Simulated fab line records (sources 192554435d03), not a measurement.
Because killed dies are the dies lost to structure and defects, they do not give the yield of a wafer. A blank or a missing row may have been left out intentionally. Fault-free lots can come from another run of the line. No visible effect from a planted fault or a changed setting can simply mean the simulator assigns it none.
The same fault as seen by 2 desks -- flow n5_finfet -- what lay behind the numbers comes last; until then each desk has only its own

## FROM THE METROLOGY DESK
What the gauges read for every lot (on any tool): the sampled wafers with a number, averaged. Marked OUT: a lot whose mean sits more than 4 standard deviations from the usual mean, which makes it out of limits; the brackets give that distance.
Columns: A = trench_depth_nm at N5_BEOL_M8_OCD_MEAS_38, usual 92.3 nm; B = M8_THK at N5_BEOL_M8_THK_MEAS_53, usual 78.3 nm; C = M8_RS at N5_BEOL_M8_RS_MEAS_57, usual 0.291 ohm/sq
lot,first seen here,A,B,C
L758,day 9 23:57,90.9,77.0,0.298
L761,day 10 06:58,91.9,77.1,0.297
L762,day 10 10:08,92.6,77.8,0.294
L769,day 12 13:02,99.2 (+5.3) OUT,86.5 (+4.8) OUT,0.261 (-4.4) OUT
L770,day 13 04:50,101.1 (+6.8) OUT,86.4 (+4.7) OUT,0.260 (-4.6) OUT
L774,day 13 12:23,92.8,79.4,0.287
L777,day 14 04:20,93.7,80.7,0.282
L781,day 15 05:45,91.5,77.2,0.298
This desk's finding: out of limits on L769, L770; first on L769, day 12 13:02 (trench_depth_nm at N5_BEOL_M8_OCD_MEAS_38). In limits: L758, L761, L762, L774, L777, L781.

## FOR THE TOOL OWNER'S DESK: rie_diel-05
The tool's own readings at N5_BEOL_M8_TRENCH_ETCH_37 (etches SiCOH lowk in C4F6/O2, target depth 93.478 nm, time 31.2 s): means of the sampled wafers that have a number, for each lot that ran on this tool. Marked OUT: a lot whose mean sits more than 4 standard deviations from the usual mean, which makes it out of limits; the brackets give that distance. Of its 8 readings 7 are shown: the one that was out of limits first, and those that lie furthest out on some lot.
Columns: A = O2_flow_sccm at N5_BEOL_M8_TRENCH_ETCH_37, usual 10.002 sccm; B = bias_w at N5_BEOL_M8_TRENCH_ETCH_37, usual 184.9 W; C = mfc_ar_sccm at N5_BEOL_M8_TRENCH_ETCH_37, usual 299.8 sccm; D = oes_product_au at N5_BEOL_M8_TRENCH_ETCH_37, usual 0.77 a.u.; E = rf_vpp_V at N5_BEOL_M8_TRENCH_ETCH_37, usual 661 V; F = showerhead_plenum_p_Torr at N5_BEOL_M8_TRENCH_ETCH_37, usual 2.85 Torr; G = throttle_valve_pct at N5_BEOL_M8_TRENCH_ETCH_37, usual 20.86 %
lot,first seen here,A,B,C,D,E,F,G
L758,day 9 23:47,10.002,184.5,300.2,0.69,657,2.86,21.06
L761,day 10 06:49,9.994,184.6,299.9,0.79,658,2.85,20.92
L769,day 12 12:53,10.027,231.6 (+99 or more) OUT,299.1,0.80,783 (+22) OUT,2.80,20.98
L770,day 13 04:41,10.012,231.5 (+99 or more) OUT,300.2,0.88,784 (+22) OUT,2.84,20.83
This desk's finding: out of limits on L769, L770; first on L769, day 12 12:53 (bias_w at N5_BEOL_M8_TRENCH_ETCH_37). In limits: L758, L761.

## BROUGHT TOGETHER
At day 12 12:53, on L769, L770, the tool owner's desk was in a position to raise an alarm.
An alarm was possible from the metrology desk at day 12 13:02, on L769, L770.
N5_BEOL_M8_TRENCH_ETCH_37 was run on rie_diel-05 by each of the lots named.

## WHAT WAS PUT IN BY THE SIMULATOR
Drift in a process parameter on rie_diel-05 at N5_BEOL_M8_TRENCH_ETCH_37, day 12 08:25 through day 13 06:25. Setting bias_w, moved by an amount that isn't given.
Struck lots among those shown: L769, L770.
Time in hours from fault onset to the first out-of-limits reading at each desk: tool owner's desk 4, metrology desk 5.
